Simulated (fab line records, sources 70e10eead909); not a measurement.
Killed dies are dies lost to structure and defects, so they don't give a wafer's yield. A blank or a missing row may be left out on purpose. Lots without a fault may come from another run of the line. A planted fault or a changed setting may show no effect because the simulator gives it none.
Tool commonality check | flow nand_harc | 11 lots, 33 wafers sampled

WHY IT WAS OPENED
At NHARC_P_STI_CD_MEAS_09 the reading cd_nm is flagged on 3 of 11 lots. Wafers without a fault read 199.8 nm, standard deviation 1.6.
Rule: a lot is flagged when every wafer of it that has a number lies more than 4 standard deviations from that mean, or none has a number. The other lots count as sound.

lot  | measured    | on        | cd_nm (nm), wafer by wafer | flag
L139 | day 2 18:54 | cd_sem-02 | 196.9 198.9 198.7          |
L141 | day 3 02:02 | cd_sem-01 | 200.9 199.0 200.0          |
L140 | day 3 02:04 | cd_sem-01 | 200.7 200.8 199.4          |
L144 | day 3 23:20 | cd_sem-03 | 100.7 102.8 102.8          | FLAGGED
L145 | day 4 07:01 | cd_sem-03 | 200.0 198.4 197.6          |
L146 | day 4 10:52 | cd_sem-01 | 123.1 125.7 126.0          | FLAGGED
L149 | day 5 04:37 | cd_sem-03 | 131.4 131.7 133.2          | FLAGGED
L153 | day 6 13:10 | cd_sem-02 | 200.7 199.2 199.2          |
L154 | day 6 13:12 | cd_sem-01 | 199.1 199.8 197.6          |
L158 | day 7 11:00 | cd_sem-03 | 201.0 201.6 202.4          |
L159 | day 7 16:46 | cd_sem-03 | 198.5 200.9 198.7          |
The numbers of the flagged lots are 119.7 nm on average: -80.1 nm against the usual, or -50 standard deviations.

WHICH TOOL RAN EACH LOT
The record holds 2 process steps before the reading, out of a route of 1159 steps. In each cell: the tool, then ch and the chambers that the sampled wafers went through, then the start.
lot  | flag    | NHARC_P_ZERO_WELL_ETCH_63       | NHARC_P_STI_EXPOSE_06
L139 |         | rie_si-01 ch 0,1, day 1 19:40   | krf_scanner-01 ch 0, day 2 18:44
L141 |         | rie_si-06 ch 1,2,3, day 2 07:39 | krf_scanner-01 ch 0, day 3 01:53
L140 |         | rie_si-06 ch 0,3, day 2 01:32   | krf_scanner-01 ch 0, day 3 01:55
L144 | FLAGGED | rie_si-01 ch 0,1,2, day 3 01:39 | krf_scanner-01 ch 0, day 3 23:11
L145 |         | rie_si-02 ch 1,2, day 3 07:41   | krf_scanner-02 ch 0, day 4 06:52
L146 | FLAGGED | rie_si-01 ch 0,2,3, day 3 13:38 | krf_scanner-01 ch 0, day 4 10:43
L149 | FLAGGED | rie_si-01 ch 1,2, day 4 07:40   | krf_scanner-01 ch 0, day 5 04:28
L153 |         | rie_si-02 ch 0,1,2, day 5 08:02 | krf_scanner-02 ch 0, day 6 13:01
L154 |         | rie_si-01 ch 0,2,3, day 5 13:40 | krf_scanner-02 ch 0, day 6 13:03
L158 |         | rie_si-02 ch 0,3, day 6 13:47   | krf_scanner-02 ch 0, day 7 10:51
L159 |         | rie_si-02 ch 0,3, day 6 19:40   | krf_scanner-03 ch 0, day 7 16:37
What these steps do:
- NHARC_P_ZERO_WELL_ETCH_63: etches the open film in HBr/Cl2, target depth 120 nm, time 40.1 s.
- NHARC_P_STI_EXPOSE_06: exposes mask P STI, target cd 200 nm.
- NHARC_P_STI_CD_MEAS_09: target cd 200 nm.

FLAGGED OVER TOTAL, TOOL BY TOOL (the gauges that took the reading come last)
step                      | tool           | lots run | flagged | share of the flagged lots | sound lots run after its first flagged lot
NHARC_P_ZERO_WELL_ETCH_63 | rie_si-01      | 5        | 3       | all                       | 1 (L154)
NHARC_P_ZERO_WELL_ETCH_63 | rie_si-02      | 4        | 0       | none                      | -
NHARC_P_ZERO_WELL_ETCH_63 | rie_si-06      | 2        | 0       | none                      | -
NHARC_P_STI_EXPOSE_06     | krf_scanner-01 | 6        | 3       | all                       | 0
NHARC_P_STI_EXPOSE_06     | krf_scanner-02 | 4        | 0       | none                      | -
NHARC_P_STI_EXPOSE_06     | krf_scanner-03 | 1        | 0       | none                      | -
NHARC_P_STI_CD_MEAS_09    | cd_sem-01      | 4        | 1       | some                      | 1 (L154)
NHARC_P_STI_CD_MEAS_09    | cd_sem-02      | 2        | 0       | none                      | -
NHARC_P_STI_CD_MEAS_09    | cd_sem-03      | 5        | 2       | some                      | 3 (L145,L158,L159)

WHAT THE TABLE ALLOWS
2 rows of the table ran every flagged lot: rie_si-01 at NHARC_P_ZERO_WELL_ETCH_63, krf_scanner-01 at NHARC_P_STI_EXPOSE_06.
- rie_si-01 at NHARC_P_ZERO_WELL_ETCH_63: 3 of its 5 lots flagged. Sound lots ran on it after the first flagged one (L154), which a lasting fault on the whole tool wouldn't allow.
- krf_scanner-01 at NHARC_P_STI_EXPOSE_06: 3 of its 6 lots flagged. Its last sound lot is L140 (day 3 01:55), its first flagged lot L144 (day 3 23:11): a fault that began between those two fits. Its own readings lie more than 4 standard deviations out on every wafer of the flagged lots: exposure_dose_mJ_cm2.
One tool is left: krf_scanner-01 at NHARC_P_STI_EXPOSE_06.

WHAT THE SIMULATOR HAD PUT IN
Process parameter drift: krf_scanner-01, from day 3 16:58 on, at NHARC_P_STI_EXPOSE_06. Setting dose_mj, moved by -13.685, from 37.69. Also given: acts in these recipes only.
Lots struck among those shown: L144, L146, L149. The rule above found the same.
